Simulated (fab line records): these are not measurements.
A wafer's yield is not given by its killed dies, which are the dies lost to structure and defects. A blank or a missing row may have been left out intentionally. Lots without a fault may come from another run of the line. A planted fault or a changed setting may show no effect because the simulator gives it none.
fab line records ; flow nand-harc
[record] lots = 6; wafers = 17; last-day = 24
route steps=1159 shown THIN_TSV@1113 END@1159
lots that met no fault: taken from a fault-free run of the same line
start-h: start of the lot's first displayed wafer, in hours after the record's first day ; wait-h: hours elapsed since this lot's preceding step ; " unchanged from the row above ; L1.1+2: a single row standing in for several wafers ; - value missing, or start not given ; * or withheld: withheld ; < > ~ a bound
route shown NAME@n: a module of which the file shows steps, and the number in the route of the first ; usual: average and standard deviation across the fault-free wafers ; same: alike in all rows ; chamber/n: place in a boat ; sites: the reading at each site ; _std_site: how widely they spread, as a standard deviation ; _edge_site: the outer-site mean with the inner-site mean subtracted ; radius-mm: for every site, how far away it sits from the centre of the wafer ; mask NAME#n: copy n ; behind: the tool/chamber that last shaped the wafer ; hold: why the lot was held/for how many hours/how that ended ; device: the transistor (n, p or np) that didn't switch ; end of line: at the end of the route, the tests of the same wafers ; where a step has no rows: the recipe by itself ; killed: dies lost to structure and defects at the first sort, not the wafer's yield ; map: per-die view of a wafer (x killed, . not killed, _ where there is no die)
set.NAME: the setting that was run; set.NAME@STEP: the one run at that earlier step ; model.NAME: the simulator's own value behind a step, which no gauge read
lots at selected steps of the route; one table per step, one row per wafer
services: from which hour (start-h, from the record's first day; less than 0 if before it) a tool's chamber was out of use, for how many hours, and why
[[steps]]
[step NHARC_THIN_TSV_EXPOSE_09]
[recipe] na = 0.55; dose-mj = 30.7; mask-id = TSV
[step NHARC_THIN_TSV_PEB_10]
[recipe] peb-temp-c = 118; peb-time-s = 85
[step NHARC_THIN_TSV_DEVELOP_11]
[recipe] time-s = 70
[step NHARC_THIN_TSV_CD_MEAS_12]
[recipe] target-cd-nm = 1000; landing-energy-ev = 500
[usual] cd-nm = 999.6/1.6
lot.wafer;tool;chamber;start-h;wait-h;cd-nm
L689.1;cd-sem-03;0;448.21;-;1000.3
L689.5;cd-sem-03;0;448.21;-;1001.7
L689.6;cd-sem-03;0;448.21;-;1000.8
L693.1;cd-sem-02;0;495.42;-;1000.6
L693.3;cd-sem-02;0;495.42;-;999.3
L693.6;cd-sem-02;0;495.42;-;1000.0
L698.1;cd-sem-03;0;526.32;-;998.3
L698.5;cd-sem-03;0;526.32;-;999.1
L698.6;cd-sem-03;0;526.32;-;998.0
L701.3;cd-sem-03;0;532.37;-;999.1
L701.4;cd-sem-03;0;532.37;-;999.9
L701.5;cd-sem-03;0;532.37;-;998.1
L706.2;cd-sem-02;0;554.81;-;999.2
L706.5;cd-sem-02;0;554.81;-;998.7
L706.6;cd-sem-02;0;554.81;-;1000.2
L704.2;cd-sem-03;0;558.59;-;998.9
L704.5;cd-sem-03;0;558.59;-;998.1
[step NHARC_THIN_TSV_HARDBAKE_13]
[recipe] temp-c = 125; time-s = 80
[step NHARC_THIN_TSV_DESCUM_14]
[recipe] time-s = 3; o2-flow-sccm = 200; ar-flow-sccm = 0; bias-power-w = 0; chemistry = O2
[step NHARC_THIN_TSV_ETCH_44]
[recipe] target-depth-a = 15942; time-s = 797.1; cf4-flow-sccm = 150; o2-flow-sccm = 10; ar-flow-sccm = 0; rf-w = 300; bias-w = 800; chemistry = CF4/O2
[usual] cf4-flow-sccm = 150.0/0.49; drypump-motor-current-A = 5.7/0.5; oes-product-au = 0.999/0.007; rf-vpp-V = 795/4.7; showerhead-plenum-p-Torr = 1.84/0.073; throttle-valve-pct = 16.914/0.0091
lot.wafer;tool;chamber;start-h;wait-h;cf4-flow-sccm;drypump-motor-current-A;oes-product-au;rf-hours-counter-h;rf-vpp-V;showerhead-plenum-p-Torr;throttle-valve-pct
L689.1;rie-diel-07;2;448.52;0.1;150.5;6.4;1.001;3;802;1.93;16.912
L689.6;rie-diel-07;1;448.52;0.1;150.3;4.7;0.999;-;786;1.71;16.900
L689.5;rie-diel-07;2;448.52;0.1;149.6;6.4;0.990;-;801;1.93;16.905
L693.3;rie-diel-02;3;495.66;0.1;149.1;5.9;0.997;11;800;1.93;16.929
L693.1;rie-diel-02;1;495.66;0.1;150.1;6.4;0.999;10;794;1.85;16.925
L693.6;rie-diel-02;3;495.66;0.1;149.9;5.9;1.001;-;801;1.93;16.906
L698.1;rie-diel-07;1;526.71;0.2;149.6;4.7;0.996;9;786;1.71;16.916
L698.5;rie-diel-07;0;526.71;0.2;149.3;5.4;0.997;-;793;1.83;16.914
L698.6;rie-diel-07;1;526.71;0.2;149.5;4.7;0.986;-;786;1.71;16.914
L701.4;rie-diel-02;0;532.62;0.1;150.5;5.4;1.000;3;791;1.77;16.930
L701.3;rie-diel-02;2;532.62;0.1;148.6;5.8;1.006;2;796;1.86;16.919
L701.5;rie-diel-02;0;532.62;0.1;149.8;5.4;1.005;-;791;1.77;16.919
L706.2;rie-diel-02;2;555.11;0.1;149.8;5.8;1.010;3;795;1.86;16.918
L706.5;rie-diel-02;1;555.11;0.1;150.3;6.3;0.990;-;794;1.85;16.917
L706.6;rie-diel-02;2;555.11;0.1;149.6;5.8;1.007;-;796;1.86;16.912
L704.2;rie-diel-02;3;558.83;0.1;149.9;5.9;1.000;4;800;1.93;16.915
L704.5;rie-diel-02;0;558.83;0.1;149.7;5.4;1.000;-;790;1.77;16.918
[step NHARC_THIN_TSV_ETCH_15]
[recipe] target-depth-a = 30000; bosch-target-overetch-cycles = 2; bosch-etch-step-s = 2.8; bosch-dep-step-s = 1.2; bosch-cycles = 14
[usual] drypump-motor-current-A = 5.8/0.41
lot.wafer;tool;chamber;start-h;wait-h;drypump-motor-current-A;rf-hours-counter-h
L689.1;rie-si-01;0;449.05;-;5.3;1.0
L689.6;rie-si-01;3;449.05;-;5.5;-
L689.5;rie-si-01;0;449.05;-;5.2;-
L693.3;rie-si-01;0;496.23;-;5.2;0.1
L693.1;rie-si-01;2;496.23;-;5.7;0.1
L693.6;rie-si-01;0;496.23;-;5.2;-
L698.1;rie-si-05;0;527.23;-;6.3;0.9
L698.6;rie-si-05;3;527.23;-;5.9;-
L698.5;rie-si-05;0;527.23;-;6.3;-
L701.4;rie-si-05;1;533.19;-;5.4;1.0
L701.3;rie-si-05;3;533.19;-;5.9;0.9
L701.5;rie-si-05;1;533.19;-;5.4;-
L706.2;rie-si-02;2;555.64;-;5.9;1.3
L706.6;rie-si-02;1;555.64;-;5.9;-
L706.5;rie-si-02;2;555.64;-;5.9;-
L704.2;rie-si-05;3;559.44;-;5.9;1.0
L704.5;rie-si-05;0;559.44;-;6.3;-
[step NHARC_THIN_TSV_CD_MEAS_16]
[usual] cd-nm = 999.6/1.7
lot.wafer;tool;chamber;start-h;wait-h;cd-nm
L689.1;cd-sem-02;-;449.19;0.1;999.5
L689.5;cd-sem-02;-;449.19;0.1;1001.7
L689.6;cd-sem-02;-;449.19;0.1;1000.2
L693.1;cd-sem-02;-;496.38;0.1;1000.0
L693.3;cd-sem-02;-;496.38;0.1;999.2
L693.6;cd-sem-02;-;496.38;0.1;999.9
L698.1;cd-sem-02;-;527.36;0.1;999.1
L698.5;cd-sem-02;-;527.36;0.1;998.8
L698.6;cd-sem-02;-;527.36;0.1;997.8
L701.3;cd-sem-03;-;533.34;0.1;998.8
L701.4;cd-sem-03;-;533.34;0.1;999.9
L701.5;cd-sem-03;-;533.34;0.1;998.0
L706.2;cd-sem-02;-;555.77;0.1;999.7
L706.5;cd-sem-02;-;555.77;0.1;998.1
L706.6;cd-sem-02;-;555.77;0.1;1000.4
L704.2;cd-sem-02;-;559.55;0.1;998.8
L704.5;cd-sem-02;-;559.55;0.1;998.7
[step NHARC_THIN_TSV_STRIP_45]
[recipe] power-w = 1500; temp-c = 250; chemistry = O2
[usual] drypump-motor-current-A = 5.59/0.15; heater-power-w = 309/30
lot.wafer;tool;chamber;start-h;wait-h;drypump-motor-current-A;heater-power-w;rf-hours-counter-h
L689.1;plasma-asher-02;1;449.31;0.1;5.45;294;27
L689.6;plasma-asher-02;0;449.31;0.1;5.52;283;-
L689.5;plasma-asher-02;1;449.31;0.1;5.46;300;-
L693.1;plasma-asher-01;1;496.50;0.1;5.87;290;12
L693.3;plasma-asher-01;0;496.50;0.1;5.57;363;-
L693.6;plasma-asher-01;1;496.50;0.1;5.87;285;-
L698.1;plasma-asher-02;1;527.48;0.1;5.44;307;54
L698.5;plasma-asher-02;0;527.48;0.1;5.50;284;-
L698.6;plasma-asher-02;1;527.48;0.1;5.45;299;-
L701.3;plasma-asher-02;0;533.70;0.4;5.56;283;-
L701.4;plasma-asher-02;1;533.70;0.4;5.44;294;-
L701.5;plasma-asher-02;1;533.70;0.4;5.45;301;-
L706.2;plasma-asher-01;1;555.84;0.1;5.85;285;27
L706.6;plasma-asher-01;1;555.84;0.1;5.86;289;-
L706.5;plasma-asher-01;0;555.84;0.1;5.60;356;-
L704.2;plasma-asher-01;1;559.62;0.1;5.84;288;29
L704.5;plasma-asher-01;0;559.62;0.1;5.58;358;-
[step NHARC_THIN_TSV_STRIP_46]
[recipe] time-s = 1200; temp-c = 72.5; chemistry = post-etch-residue-remover
[step NHARC_THIN_TSV_DEP_47]
[recipe] target-thk-a = 2000; temp-c = withheld; pressure-torr = 6.5; rf-w = 900; teos-flow-sccm = 161.4; flow-sccm = 2650; target-thk-nm = 200; gas = O2; material = SiO2
[usual] throttle-valve-pct = 16.1/0.63
lot.wafer;tool;chamber;start-h;wait-h;throttle-valve-pct
L689.1;pecvd-03;2;450.06;-;15.7
L689.6;pecvd-03;2;450.06;-;15.9
L689.5;pecvd-03;0;450.06;-;16.0
L693.1;pecvd-04;2;497.30;-;15.7
L693.3;pecvd-04;0;497.30;-;15.7
L693.6;pecvd-04;1;497.30;-;15.3
L698.1;pecvd-01;1;528.41;-;17.0
L698.6;pecvd-01;1;528.41;-;16.7
L698.5;pecvd-01;2;528.41;-;16.7
L701.3;pecvd-03;0;534.40;-;16.7
L701.5;pecvd-03;0;534.40;-;16.6
L701.4;pecvd-03;1;534.40;-;15.9
L706.2;pecvd-01;0;556.64;-;15.9
L706.6;pecvd-01;0;556.64;-;15.4
L706.5;pecvd-01;2;556.64;-;17.0
L704.2;pecvd-03;0;560.51;-;16.4
L704.5;pecvd-03;2;560.51;-;15.3
[step NHARC_THIN_TSV_ETCHBACK_48]
[recipe] target-depth-a = 10285; over-etch-frac = 0.3; time-s = 405.17; ion-energy-ev = 250; c4f8-flow-sccm = withheld; ar-flow-sccm = withheld; rf-w = 600; bias-w = 300; chemistry = C4F8/Ar
[usual] oes-product-au = 0.95/0.03; over-etch-frac = 0.3/0; rf-vpp-V = 547/3.6
lot.wafer;tool;chamber;start-h;wait-h;oes-product-au;over-etch-frac;rf-hours-counter-h;rf-vpp-V
L689.1;rie-diel-07;1;450.67;0.5;0.96;0.3;4;542
L689.5;rie-diel-07;3;450.67;0.5;0.97;0.3;-;551
L689.6;rie-diel-07;0;450.67;0.5;0.97;0.3;-;548
L693.1;rie-diel-07;3;497.66;-;0.93;0.3;6;552
L693.3;rie-diel-07;1;497.66;-;0.92;0.3;6;542
L693.6;rie-diel-07;0;497.66;-;0.93;0.3;-;547
L698.1;rie-diel-04;3;528.81;-;1.00;0.3;8;540
L698.5;rie-diel-04;2;528.81;-;0.99;0.3;-;549
L698.6;rie-diel-04;1;528.81;-;1.01;0.3;-;549
L701.3;rie-diel-04;2;534.89;-;0.92;0.3;9;550
L701.4;rie-diel-04;3;534.89;-;0.93;0.21806;-;541
L701.5;rie-diel-04;2;534.89;-;0.93;0.21806;-;549
L706.2;rie-diel-02;3;557.15;-;0.96;0.3;3;551
L706.5;rie-diel-02;0;557.15;-;0.95;0.3;-;543
L706.6;rie-diel-02;1;557.15;-;0.98;0.3;-;546
L704.2;rie-diel-04;1;560.91;-;0.93;0.3;11;547
L704.5;rie-diel-04;3;560.91;-;0.93;0.21806;-;541
[step NHARC_THIN_TSV_STRIP_62]
[recipe] power-w = 1500; temp-c = 250; time-s = 20; chemistry = N2/H2
[usual] drypump-motor-current-A = 5.57/0.14; heater-power-w = 305/28
lot.wafer;tool;chamber;start-h;wait-h;drypump-motor-current-A;heater-power-w;rf-hours-counter-h
L689.1;plasma-asher-02;1;450.95;-;5.43;299;27
L689.6;plasma-asher-02;1;450.95;-;5.43;310;-
L689.5;plasma-asher-02;0;450.95;-;5.55;284;-
L693.1;plasma-asher-02;1;498.11;-;5.42;298;44
L693.3;plasma-asher-02;1;498.11;-;5.45;309;-
L693.6;plasma-asher-02;0;498.11;-;5.52;288;-
L698.1;plasma-asher-02;1;529.20;-;5.44;305;56
L698.6;plasma-asher-02;1;529.20;-;5.43;285;-
L698.5;plasma-asher-02;0;529.20;-;5.53;289;-
L701.3;plasma-asher-02;1;535.62;-;5.45;303;-
L701.4;plasma-asher-02;0;535.62;-;5.54;283;-
L701.5;plasma-asher-02;0;535.62;-;5.55;284;-
L706.2;plasma-asher-01;0;557.40;-;5.58;360;28
L706.5;plasma-asher-01;0;557.40;-;5.62;357;-
L706.6;plasma-asher-01;1;557.40;-;5.82;291;-
L704.2;plasma-asher-01;0;561.25;-;5.59;354;30
L704.5;plasma-asher-01;0;561.25;-;5.61;371;-
[step NHARC_END_SORT_01]
[recipe] temp-c = 25
[usual] defect-limited-yield = 95.4/1.4; killed-at-array = 27/10; killed-at-other = 0.6/1; killed-at-periphery = 3.4/2.7; killed-dies = 31/9.7; killed-open = 3.4/1.7; killed-short = 2.2/1.5; sort_bin_2_pct = 1.4/0.57; sort_bin_3_pct = 0.25/0.23; sort_bin_4_pct = 3.0/0.94; sort-n-pass = 646/9.7; sort-rim-yield-pct = 95.3/3; sort-yield-pct = 95.4/1.4
[same] gross-dies = 677; sort_bin_5_pct[%] = 0; sort_bin_6_pct[%] = 0; sort_bin_7_pct[%] = 0; sort_bin_8_pct[%] = 0; sort-rim-n-gross = 106.00
lot.wafer;tool;chamber;start-h;wait-h;defect-limited-yield[%];killed-at-array;killed-at-other;killed-at-periphery;killed-dies;killed-open;killed-short;sort_bin_2_pct[%];sort_bin_3_pct[%];sort_bin_4_pct[%];sort-n-pass;sort-rim-yield-pct[%];sort-yield-pct[%]
L693.1;prober-01;0;510.38;2.5;97.9;9;0;5;14;4;2;0.1;0;1.9;663;96.2;97.9
L693.3;prober-01;0;511.99;3.1;97.9;9;1;4;14;1;3;0.7;0;1.3;663;95.3;97.9
L693.6;prober-01;0;514.40;4.0;96.9;16;0;5;21;7;3;1.2;0.15;1.8;656;97.2;96.9
// killed by level:class
L693.1 A_CHANNEL_HOLE_D1:chamber-film-flake=4 P_CONTACT:geometric-particle:open=1 P_M0:geometric-particle:open=1 P_M1:geometric-particle:open=1 A_SGD_CUT:geometric-particle:open=1 A_SGD_CUT:geometric-particle:short=1 A_WL_FILL:geometric-particle:short=1 P_ZERO_WELL:chamber-film-flake=1
L693.3 A_CONTACT:chamber-film-flake=3 P_ZERO_WELL:chamber-film-flake=2 P_M2:chamber-film-flake=2 A_CHANNEL_FILL_D1:geometric-particle:short=1 A_WL_FILL:geometric-particle:short=1 A_WL_FILL:geometric-particle:open=1 A_M0:geometric-particle:short=1 A_CHANNEL_FILL_D1:chamber-film-flake=1
L693.6 A_CONTACT:geometric-particle:open=3 A_CHANNEL_HOLE_D1:chamber-film-flake=3 A_CONTACT:chamber-film-flake=3 A_CHANNEL_FILL_D1:chamber-film-flake=2 P_CONTACT:geometric-particle:short=1 P_M0:geometric-particle:open=1 P_M0:geometric-particle:short=1 A_CHANNEL_HOLE_D1:geometric-particle:open=1
[[services]]
tool;chamber;start-h;hours;kind
pecvd-03;1;425.37;46.3;repair
rie-diel-02;0;434.91;-;clean
rie-diel-02;1;434.91;-;clean
rie-diel-07;2;451.15;1.9;repair
plasma-asher-01;-;453.00;9.0;pm
rie-diel-04;2;456.85;3.1;repair
plasma-asher-02;-;461.84;5.1;repair
rie-diel-07;2;462.78;10.5;repair
rie-diel-04;-;466.09;9.0;pm
pecvd-03;-;473.64;13.0;pm
pecvd-01;-;475.99;1.6;repair
rie-si-01;-;481.00;9.0;pm
rie-diel-04;2;490.01;6.0;repair
rie-diel-07;2;490.78;20.1;repair
rie-diel-04;0;495.67;81.4;repair
rie-diel-02;-;504.91;9.0;pm
plasma-asher-01;-;521.08;10.2;repair
plasma-asher-02;-;537.35;9.0;pm
plasma-asher-02;0;537.35;9.0;vent-cycle
plasma-asher-02;1;537.35;9.0;vent-cycle
plasma-asher-02;0;546.35;-;clean
plasma-asher-02;1;546.35;-;clean
rie-si-05;0;548.35;3.1;repair
pecvd-04;-;557.05;13.0;pm
[[key]]
[first-sign] step = NHARC_THIN_TSV_ETCHBACK_48; reading = over-etch-frac; direction = down; sigmas = 99+; usual = 0.3; struck = 0.21806
effect none on later readings
met-at NHARC_THIN_TSV_ETCHBACK_48
struck-wafers L701.4,L701.5,L704.5
onset-between 528.81 534.89
[fault] kind = process-parameter-drift; tool = rie-diel-04; chamber = -; onset-h = 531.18; steps = NHARC_THIN_TSV_ETCHBACK_48; channel = over-etch-frac; offset = -0.081939; shape = step; end-h = 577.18; scope = struck-wafers-only; acts-in = these-recipes-only; stated = 0.3
